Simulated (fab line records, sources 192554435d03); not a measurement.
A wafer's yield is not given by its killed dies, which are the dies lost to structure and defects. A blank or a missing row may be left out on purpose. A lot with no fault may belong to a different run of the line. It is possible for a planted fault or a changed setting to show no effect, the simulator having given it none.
Chamber matching	flow n5Finfet	3 sister chambers for N5_BEOL_M2_PECVD_72 on pecvd-03
The step deposits SiO2 from TEOS/O2, target thk 16 nm, time 18 s. 6 wafers are shown with their chamber, then 12 later ones without.

WAFERS WITH THEIR CHAMBER
wafer	chamber	throttleValvePct (%)	showerheadPlenumPTorr (Torr)
L091.1	0	23.1	8.76
L091.4	1	21.6	8.74
L093.6	0	23.4	8.78
L076.2	1	21.8	8.79
L076.3	2	19.9	8.70
L076.5	2	19.9	8.70

WAFERS WITHOUT THEIR CHAMBER
wafer	throttleValvePct (%)	showerheadPlenumPTorr (Torr)
L094.4	19.9	8.69
L094.5	23.4	8.75
L094.6	21.8	8.77
L095.1	23.3	8.75
L095.3	21.7	8.77
L095.6	23.4	8.76
L097.1	21.7	8.75
L097.3	23.3	8.78
L097.6	23.4	8.76
L096.1	20.0	8.74
L096.3	21.9	8.72
L096.4	19.7	8.70

WHICH CHAMBER EACH ONE RAN IN
wafer	from the rows above	in truth
L094.4	2	2
L094.5	0	0
L094.6	1	1
L095.1	0	0
L095.3	1	1
L095.6	0	0
L097.1	1	1
L097.3	0	0
L097.6	0	0
L096.1	2	2
L096.3	1	1
L096.4	2	2
Placed correctly: 12 of 12. From these rows, 0 cannot be placed. 0 placed wrongly.
How it was worked out, from the rows above alone: a wafer's distance from a chamber is the root of the sum, over the readings, of the square of ((its reading less the chamber's mean) divided by the reading's scatter). The wafer belongs to the nearest chamber; if the next one is less than 2 further off, it can't be placed. For every chamber, the mean is computed from those of its wafers that are shown. How the scatter is found: for the shown wafers, subtract from each reading the mean of its chamber, square and add these, divide the total by (wafers less chambers), then take the root.
